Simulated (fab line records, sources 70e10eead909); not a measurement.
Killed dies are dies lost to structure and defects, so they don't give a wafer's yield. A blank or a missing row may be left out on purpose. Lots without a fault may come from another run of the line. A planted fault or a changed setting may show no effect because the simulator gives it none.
fab line records | flow nand_harc
record lots=6 wafers=18 last_day=32
route steps=1302 shown P_ZERO_WELL@44 END@1302
lots that met no fault: from a run of the same line without faults
start_h: hours from the record's first day to the start of the lot's first wafer shown | wait_h: hours since the lot's step before | " the same as in the row above | L1.1+2: a row that stands for several wafers | - no value, or no start given | * or withheld: withheld | < > ~ a bound
route shown NAME@n: a module of which the file shows steps, and the number in the route of the first | usual: mean/standard deviation of fault-free wafers | same: alike in all rows | chamber/n: place in a boat | sites: the reading at each site | _std_site: their standard deviation | _edge_site: outer sites' mean less inner sites' | radius_mm: how far each site lies from the wafer's centre | mask NAME#n: copy n | behind: the tool/chamber that last shaped the wafer | hold: why the lot was held/for how many hours/how that ended | device: the transistor (n, p or np) that didn't switch | end of line: the same wafers' tests at the end of the route | a step without rows: its recipe alone | killed: dies lost to structure and defects at the first sort, not the wafer's yield | map: a wafer's dies, x killed, . not, _ none there
set.NAME: the setting as run; set.NAME@STEP: as run at that earlier step | model.NAME: the simulator's own value behind a step, which no gauge read
lots at some steps of the route; a table a step, a row a wafer
services: from which hour (start_h, from the record's first day; less than 0 if before it) a tool's chamber was out of use, for how many hours, and why
## steps
# step NHARC_P_ZERO_WELL_CD_MEAS_37
# recipe target_cd_nm=720 landing_energy_ev=500
# usual cd_nm=719.5/1.8
# same landing_energy_ev=500
# columns lot.wafer tool chamber start_h wait_h cd_nm
L630.2 cd_sem-01 0 26.59 - 719.8
L630.4 " 0 " " 719.1
L630.6 " 0 " " 717.5
L635.1 cd_sem-03 0 74.11 - 722.4
L635.2 " 0 " " 720.1
L635.4 " 0 " " 718.7
L646.1 cd_sem-03 0 185.42 - 717.7
L646.2 " 0 " " 717.8
L646.3 " 0 " " 719.8
L647.1 cd_sem-03 0 193.96 - 718.8
L647.3 " 0 " " 719.0
L647.6 " 0 " " 721.8
L648.4 cd_sem-01 0 204.64 - 720.0
L648.5 " 0 " " 719.1
L648.6 " 0 " " 718.4
L652.2 cd_sem-02 0 244.24 - 722.0
L652.5 " 0 " " 717.7
L652.6 " 0 " " 718.0
# step NHARC_P_ZERO_WELL_HARDBAKE_38
# recipe temp_c=125 time_s=80
# step NHARC_P_ZERO_WELL_DESCUM_39
# recipe time_s=3 o2_flow_sccm=200 ar_flow_sccm=0 bias_power_w=0 chemistry=O2
# usual drypump_motor_current_A=5.3/0.48 oes_product_au=1.002/0.013 rf_vpp_V=57.6/0.88 showerhead_plenum_p_Torr=1.87/0.086 throttle_valve_pct=11.310/0.0095
# columns lot.wafer tool chamber start_h wait_h drypump_motor_current_A oes_product_au rf_hours_counter_h rf_vpp_V showerhead_plenum_p_Torr throttle_valve_pct
L630.2 rie_diel-06 1 26.75 - 5.1 1.005 15 55.3 1.77 11.307
L630.4 " 3 " " 5.0 1.022 16 57.9 1.83 11.328
L630.6 " 2 " " 4.8 1.003 - 57.0 1.81 11.311
L635.4 rie_diel-06 3 74.27 - 5.0 1.008 28 57.5 1.82 11.318
L635.1 " 1 " " 5.1 0.978 29 57.3 1.77 11.311
L635.2 " 2 " " 4.8 0.995 32 56.8 1.80 11.298
L646.1 rie_diel-08 2 185.58 - 4.8 0.981 53 55.5 1.84 11.310
L646.2 " 0 " " 5.1 0.977 61 58.8 1.86 11.311
L646.3 " 1 " " 4.9 1.001 54 58.8 1.94 11.293
L647.1 rie_diel-06 2 194.12 - 4.7 1.002 17 58.5 1.79 11.293
L647.3 " 1 " " 5.1 0.996 18 58.6 2.07 11.325
L647.6 " 2 " " 4.8 0.989 - 57.3 1.79 11.300
L648.4 rie_diel-08 3 204.81 - 5.1 0.999 1 58.0 2.08 11.328
L648.5 " 1 " " 4.9 1.003 - 58.3 1.94 11.321
L648.6 " 2 " " 4.8 0.999 - 57.6 1.84 11.309
L652.2 rie_diel-08 2 244.44 - 4.8 0.995 19 55.9 1.84 11.314
L652.5 " 3 " " 5.1 0.997 - 59.5 2.07 11.314
L652.6 " 0 " " 5.1 0.992 - 58.4 1.85 11.306
# step NHARC_P_ZERO_WELL_IMPLANT_40
# recipe energy_kev=300 dose_cm2=1e+13 tilt_deg=7
# step NHARC_P_ZERO_WELL_IMPLANT_59
# recipe energy_kev=120 dose_cm2=5e+12 tilt_deg=7
# step NHARC_P_ZERO_WELL_IMPLANT_60
# recipe energy_kev=30 dose_cm2=2e+12 tilt_deg=7
# step NHARC_P_ZERO_WELL_STRIP_41
# recipe time_s=840 temp_c=130 chemistry=SPM
# step NHARC_P_ZERO_WELL_DEHYDRATE_44
# recipe temp_c=150 time_s=120
# step NHARC_P_ZERO_WELL_HMDS_45
# recipe time_s=30
# step NHARC_P_ZERO_WELL_COAT_46
# recipe spin_rpm=withheld
# step NHARC_P_ZERO_WELL_SOFTBAKE_47
# recipe temp_c=122 time_s=95
# step NHARC_P_ZERO_WELL_EBR_48
# step NHARC_P_ZERO_WELL_EXPOSE_49
# recipe na=0.6 target_cd_nm=2000 dose_mj=22.64 mask_id=P_HVPW
# usual stage_vel_mm_s=499.96/0.23
# columns lot.wafer tool chamber start_h wait_h mask stage_vel_mm_s model.P_ZERO_WELL.overlay_x_nm
L630.2 krf_scanner-04 0 28.08 - P_HVPW#0 500.38 -0.1865
L630.4 " 0 " " P_HVPW#0 499.91 -0.1865
L630.6 " 0 " " P_HVPW#0 500.12 -0.1865
L635.1 krf_scanner-02 0 75.59 - P_HVPW#0 499.93 -2.051
L635.2 " 0 " " P_HVPW#0 500.17 -2.051
L635.4 " 0 " " P_HVPW#0 500.09 -2.051
L646.1 krf_scanner-02 0 186.93 - P_HVPW#0 500.29 23.72
L646.2 " 0 " " P_HVPW#0 499.91 23.72
L646.3 " 0 " " P_HVPW#0 500.23 23.72
L647.1 krf_scanner-04 0 195.44 - P_HVPW#0 499.95 -1.397
L647.3 " 0 " " P_HVPW#0 500.05 -1.397
L647.6 " 0 " " P_HVPW#0 500.21 -1.397
L648.4 krf_scanner-02 0 206.12 - P_HVPW#0 500.25 32.47
L648.5 " 0 " " P_HVPW#0 500.01 32.47
L648.6 " 0 " " P_HVPW#0 499.94 32.47
L652.2 krf_scanner-04 0 245.60 - P_HVPW#0 499.91 -0.5874
L652.5 " 0 " " P_HVPW#0 500.07 -0.5874
L652.6 " 0 " " P_HVPW#0 500.45 -0.5874
# step NHARC_P_ZERO_WELL_PEB_50
# recipe peb_temp_c=118 peb_time_s=85
# step NHARC_END_SORT_01
# recipe temp_c=25
# usual killed_at_array=63/17 killed_at_other=0.8/1.1 killed_at_periphery=3.5/3 killed_dies=67/17 killed_open=3.1/1.6 killed_short=2.6/1.4
# same gross_dies=677
# columns lot.wafer tool chamber start_h wait_h killed_at_array killed_at_other killed_at_periphery killed_dies killed_open killed_short
L630.2 prober-02 0 581.43 2.8 76 1 5 82 6 3
L630.4 prober-02 0 583.01 3.4 76 0 1 77 0 4
L630.6 prober-02 0 584.59 4.0 79 1 5 85 4 1
L635.1 prober-01 0 596.17 2.5 27 0 3 30 4 3
L635.2 prober-01 0 596.97 2.8 24 0 7 31 4 4
L635.4 prober-01 0 598.57 3.4 22 1 10 33 5 3
L646.1 prober-02 0 732.06 2.5 64 0 2 66 4 2
L646.2 prober-02 0 732.86 2.8 68 0 3 71 1 1
L646.3 prober-02 0 733.66 3.1 72 0 1 73 2 4
L647.1 prober-01 0 732.08 2.5 42 3 1 46 3 5
L647.3 prober-01 0 733.67 3.1 45 1 0 46 2 2
L647.6 prober-01 0 736.05 4.0 43 1 7 51 3 3
L648.4 prober-01 0 761.37 3.4 60 0 2 62 5 2
L648.5 prober-01 0 762.16 3.7 47 0 2 49 0 3
L648.6 prober-01 0 762.96 4.0 53 0 1 54 3 0
L652.2 prober-01 0 771.86 2.8 59 0 1 60 4 4
L652.5 prober-01 0 774.27 3.7 54 1 3 58 2 2
L652.6 prober-01 0 775.07 4.0 42 2 2 46 3 4
# killed by level:class
L630.2 A_CHANNEL_HOLE_D2:chamber_film_flake=34 A_CHANNEL_HOLE_D1:chamber_film_flake=27 A_STAIRCASE:chamber_film_flake=7 A_WL_FILL:geometric_particle:open=2 P_M2:chamber_film_flake=2 P_M0:geometric_particle:short=1 P_M2:geometric_particle:open=1 A_ONON_D1:geometric_particle:open=1
L630.4 A_CHANNEL_HOLE_D1:chamber_film_flake=33 A_CHANNEL_HOLE_D2:chamber_film_flake=30 A_CONTACT:chamber_film_flake=5 A_STAIRCASE:chamber_film_flake=4 A_ONON_D2:geometric_particle:short=3 A_CHANNEL_FILL_D1:geometric_particle:short=1 P_M0:chamber_film_flake=1
L630.6 A_CHANNEL_HOLE_D2:chamber_film_flake=32 A_CHANNEL_HOLE_D1:chamber_film_flake=29 A_STAIRCASE:chamber_film_flake=10 P_M2:chamber_film_flake=3 A_CONTACT:chamber_film_flake=3 P_GATE:geometric_particle:open=1 A_SOURCE_PLATE:geometric_particle:open=1 A_DECK1_JOINT:geometric_particle:short=1
L635.1 A_CHANNEL_HOLE_D2:chamber_film_flake=17 P_CONTACT:geometric_particle:open=2 A_CHANNEL_FILL_D2:chamber_film_flake=2 A_CHANNEL_FILL_D1:geometric_particle:short=1 A_SGD_CUT:geometric_particle:short=1 A_WL_FILL:geometric_particle:short=1 A_CONTACT:geometric_particle:open=1 A_M0:geometric_particle:open=1
L635.2 A_CHANNEL_HOLE_D2:chamber_film_flake=11 A_CHANNEL_FILL_D1:geometric_particle:short=3 P_STI:chamber_film_flake=3 A_CHANNEL_HOLE_D1:chamber_film_flake=3 P_GATE:chamber_film_flake=2 A_CONTACT:chamber_film_flake=2 P_CONTACT:geometric_particle:open=1 A_CHANNEL_FILL_D1:geometric_particle:open=1
L635.4 A_CHANNEL_HOLE_D2:chamber_film_flake=10 P_STI:chamber_film_flake=5 A_CONTACT:chamber_film_flake=3 P_M1:geometric_particle:open=2 P_GATE:chamber_film_flake=2 P_M0:geometric_particle:open=1 A_SOURCE_PLATE:geometric_particle:short=1 A_ONON_D1:geometric_particle:short=1
L646.1 A_SLIT:chamber_film_flake=23 A_CHANNEL_HOLE_D2:chamber_film_flake=18 A_CHANNEL_HOLE_D1:chamber_film_flake=9 A_CONTACT:chamber_film_flake=5 A_CHANNEL_FILL_D2:chamber_film_flake=2 P_CONTACT:geometric_particle:open=1 A_CHANNEL_FILL_D1:geometric_particle:open=1 A_DECK1_JOINT:geometric_particle:short=1
L647.1 A_CHANNEL_HOLE_D1:chamber_film_flake=23 A_CONTACT:chamber_film_flake=6 A_STAIRCASE:chamber_film_flake=4 A_SLIT:chamber_film_flake=3 THIN_TSV:chamber_film_flake=2 P_M2:geometric_particle:short=1 A_CHANNEL_FILL_D1:geometric_particle:short=1 A_CHANNEL_FILL_D1:geometric_particle:open=1
L646.2 A_SLIT:chamber_film_flake=30 A_CHANNEL_HOLE_D2:chamber_film_flake=14 A_STAIRCASE:chamber_film_flake=7 A_CHANNEL_HOLE_D1:chamber_film_flake=6 A_CONTACT:chamber_film_flake=6 P_GATE:chamber_film_flake=2 A_DECK1_JOINT:geometric_particle:short=1 A_SGD_CUT:geometric_particle:open=1
L646.3 A_CHANNEL_HOLE_D2:chamber_film_flake=23 A_SLIT:chamber_film_flake=21 A_CHANNEL_HOLE_D1:chamber_film_flake=13 A_CONTACT:chamber_film_flake=4 A_STAIRCASE:chamber_film_flake=3 A_CHANNEL_FILL_D1:geometric_particle:short=1 A_DECK1_JOINT:geometric_particle:short=1 A_ONON_D2:geometric_particle:open=1
L647.3 A_CHANNEL_HOLE_D1:chamber_film_flake=25 A_SLIT:chamber_film_flake=6 A_STAIRCASE:chamber_film_flake=5 A_CONTACT:chamber_film_flake=3 A_CHANNEL_FILL_D1:geometric_particle:open=1 A_DECK1_JOINT:geometric_particle:open=1 A_M0:geometric_particle:short=1 A_M1:geometric_particle:short=1
L647.6 A_CHANNEL_HOLE_D1:chamber_film_flake=31 A_ONON_D1:geometric_particle:short=3 A_SLIT:chamber_film_flake=3 A_STAIRCASE:chamber_film_flake=3 P_M0:geometric_particle:open=2 P_GATE:chamber_film_flake=2 A_BLC:geometric_particle:open=1 P_ZERO_WELL:chamber_film_flake=1
L648.4 A_CHANNEL_HOLE_D2:chamber_film_flake=21 A_CHANNEL_HOLE_D1:chamber_film_flake=10 A_SLIT:chamber_film_flake=10 A_STAIRCASE:chamber_film_flake=9 A_CONTACT:chamber_film_flake=4 P_CONTACT:geometric_particle:open=1 P_M1:geometric_particle:short=1 A_CHANNEL_HOLE_D1:geometric_particle:open=1
L648.5 A_CHANNEL_HOLE_D2:chamber_film_flake=25 A_CHANNEL_HOLE_D1:chamber_film_flake=6 A_STAIRCASE:chamber_film_flake=6 A_SLIT:chamber_film_flake=5 A_CONTACT:chamber_film_flake=2 A_ONON_D1:geometric_particle:short=1 A_CHANNEL_FILL_D2:geometric_particle:short=1 A_WL_FILL:geometric_particle:short=1
L648.6 A_CHANNEL_HOLE_D2:chamber_film_flake=34 A_SLIT:chamber_film_flake=6 A_STAIRCASE:chamber_film_flake=4 A_CHANNEL_HOLE_D1:chamber_film_flake=3 A_CHANNEL_HOLE_D1:geometric_particle:open=2 A_CONTACT:chamber_film_flake=2 A_M0:geometric_particle:open=1 P_CONTACT:chamber_film_flake=1
L652.2 A_CHANNEL_HOLE_D2:chamber_film_flake=24 A_CHANNEL_HOLE_D1:chamber_film_flake=13 A_SLIT:chamber_film_flake=9 A_CONTACT:chamber_film_flake=3 A_DECK1_JOINT:geometric_particle:open=2 A_STAIRCASE:chamber_film_flake=2 P_CONTACT:geometric_particle:short=1 A_ONON_D1:geometric_particle:short=1
L652.5 A_CHANNEL_HOLE_D2:chamber_film_flake=31 A_SLIT:chamber_film_flake=10 A_CHANNEL_HOLE_D1:chamber_film_flake=7 A_CONTACT:chamber_film_flake=3 P_CONTACT:geometric_particle:short=1 P_CONTACT:geometric_particle:open=1 A_WL_FILL:geometric_particle:short=1 A_M0:geometric_particle:open=1
L652.6 A_CHANNEL_HOLE_D2:chamber_film_flake=21 A_CHANNEL_HOLE_D1:chamber_film_flake=14 A_SLIT:chamber_film_flake=3 P_M0:geometric_particle:open=2 A_DECK1_JOINT:geometric_particle:open=1 A_ONON_D2:geometric_particle:short=1 A_CHANNEL_FILL_D2:geometric_particle:short=1 A_WL_FILL:geometric_particle:short=1
## services
# columns tool chamber start_h hours kind
krf_scanner-02 - 10.81 1.0 repair
rie_diel-06 0 11.50 - clean
rie_diel-06 1 11.50 - clean
rie_diel-06 2 11.50 - clean
rie_diel-06 3 11.50 - clean
krf_scanner-04 - 15.05 4.0 pm
rie_diel-08 - 16.24 9.0 pm
rie_diel-08 0 16.24 9.0 vent_cycle
rie_diel-08 1 16.24 9.0 vent_cycle
rie_diel-08 2 16.24 23.7 vent_cycle
rie_diel-08 3 16.24 9.0 vent_cycle
rie_diel-08 0 25.24 - clean
rie_diel-08 1 25.24 - clean
rie_diel-06 0 89.52 6.3 repair
krf_scanner-02 - 94.00 4.0 pm
krf_scanner-04 - 100.19 0.3 repair
rie_diel-08 1 120.18 10.5 repair
rie_diel-08 3 123.60 3.6 repair
rie_diel-06 - 130.27 9.0 pm
krf_scanner-02 - 160.32 6.2 repair
rie_diel-06 - 164.31 0.8 repair
krf_scanner-04 - 187.05 4.0 pm
rie_diel-08 - 193.29 9.0 pm
krf_scanner-02 - 230.04 1.7 repair
## key
first_sign none at tools or gauges
model_effect step=NHARC_P_ZERO_WELL_EXPOSE_49 value=P_ZERO_WELL.overlay_x_nm without=-4.651 struck=28.09
met_at NHARC_P_ZERO_WELL_EXPOSE_49
struck_wafers L646.1,L646.2,L646.3,L648.4,L648.5,L648.6
tester_left_out L646,L648
onset_between 75.59 186.93
fault kind=scanner_matching_overlay tool=krf_scanner-02 chamber=- onset_h=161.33 steps=NHARC_P_ZERO_WELL_EXPOSE_49 offset=32.744
# tester_left_out: of these lots the tester's yield and bins aren't shown, on N5 and GAA mostly nor the transistor test; their killed dies are dies lost to structure and defects alone, not to doping, threshold or leakage, so they don't give the yield
